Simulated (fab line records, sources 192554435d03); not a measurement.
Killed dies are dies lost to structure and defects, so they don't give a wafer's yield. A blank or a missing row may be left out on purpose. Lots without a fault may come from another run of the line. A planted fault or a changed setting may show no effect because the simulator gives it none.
Split-lot experiment | flow n5_finfet | 7 lots, 21 wafers read, on a route of 1938 steps

THE SPLIT
At N5_MIM_TOP_LITHO_EXPOSE_05 (exposes mask MIM TOP, target cd 2000 nm), the setting dose_mj was moved away from the recipe's 20.5 on 6 of the 21 wafers read, by -5.3% to +4.2%. The other wafers ran this setting at the recipe's value.

FROM THE SPLIT TO THE READING: what the file shows between them, 3 steps
- N5_MIM_TOP_LITHO_PEB_06
- N5_MIM_TOP_LITHO_DEVELOP_07: develop time 60 s
- N5_MIM_TOP_LITHO_HARDBAKE_09: time 120 s

THE READING
cd_nm, in nm, at N5_MIM_TOP_LITHO_CD_MEAS_08 (target cd 2000 nm). Fault-free wafers of this fab line usually give 1999.9 nm, standard deviation 1.6 nm.

wafer  | tool, chamber at the split | dose_mj as run | against the recipe | cd_nm, nm | against lot-mates on the recipe
L076.2 | krf_scanner-01, 0          | 20.5           | recipe             | 1997.9    | -
L076.4 | krf_scanner-01, 0          | 20.5           | recipe             | 1998.3    | -
L076.5 | krf_scanner-01, 0          | 20.5           | recipe             | 1999.1    | -
L079.1 | krf_scanner-01, 0          | 20.5           | recipe             | 2002.1    | -
L079.2 | krf_scanner-01, 0          | 20.5           | recipe             | 2000.5    | -
L079.4 | krf_scanner-01, 0          | 19.42          | -5.3%              | 2009.8    | +8.5
L083.3 | krf_scanner-02, 0          | 20.5           | recipe             | 2000.8    | -
L083.4 | krf_scanner-02, 0          | 20.5           | recipe             | 1999.9    | -
L083.5 | krf_scanner-02, 0          | 20.5           | recipe             | 2002.0    | -
L088.1 | krf_scanner-02, 0          | 20.5           | recipe             | 1998.0    | -
L088.4 | krf_scanner-02, 0          | 21.37          | +4.2%              | 1992.0    | -6.0
L088.5 | krf_scanner-02, 0          | 21.37          | +4.2%              | 1989.5    | -8.5
L089.1 | krf_scanner-01, 0          | 20.5           | recipe             | 1999.0    | -
L089.2 | krf_scanner-01, 0          | 19.8           | -3.4%              | 2006.3    | +7.3
L089.4 | krf_scanner-01, 0          | 19.8           | -3.4%              | 2004.4    | +5.4
L090.1 | krf_scanner-01, 0          | 20.5           | recipe             | 2002.3    | -
L090.2 | krf_scanner-01, 0          | 19.53          | -4.7%              | 2009.8    | +7.5
L090.5 | krf_scanner-01, 0          | 20.5           | recipe             | 2002.2    | -
L092.1 | krf_scanner-01, 0          | 20.5           | recipe             | 2000.7    | -
L092.3 | krf_scanner-01, 0          | 20.5           | recipe             | 2001.6    | -
L092.4 | krf_scanner-01, 0          | 20.5           | recipe             | 2002.0    | -

THE FIT
A straight line over all 21 wafers: cd_nm changes by -1.94 nm for each +1% of dose_mj; r = -0.94; the points scatter about the line by 1.6 nm.
The same after taking each lot's own level away (the mean of its wafers on the recipe; 21 wafers): -1.69 nm for each +1%; r = -0.98; scatter 0.76 nm.
On that fit, the largest move of dose_mj shifts the reading by 8.9 nm.
The lots' own levels span 1998.00 to 2002.25 nm, that is 2.7 times the standard deviation above.
So the lot-to-lot level changes the slope: the two fits differ.
Check: with one of the wafers moved furthest among these (-5.3%) left out of the fit, the line predicts +9.08 nm for it against its lot-mates. It came out at +8.5 nm against them.

THE FILE'S OWN FIT
cd_nm changes by -1.67 nm for each +1% of dose_mj, r = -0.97.
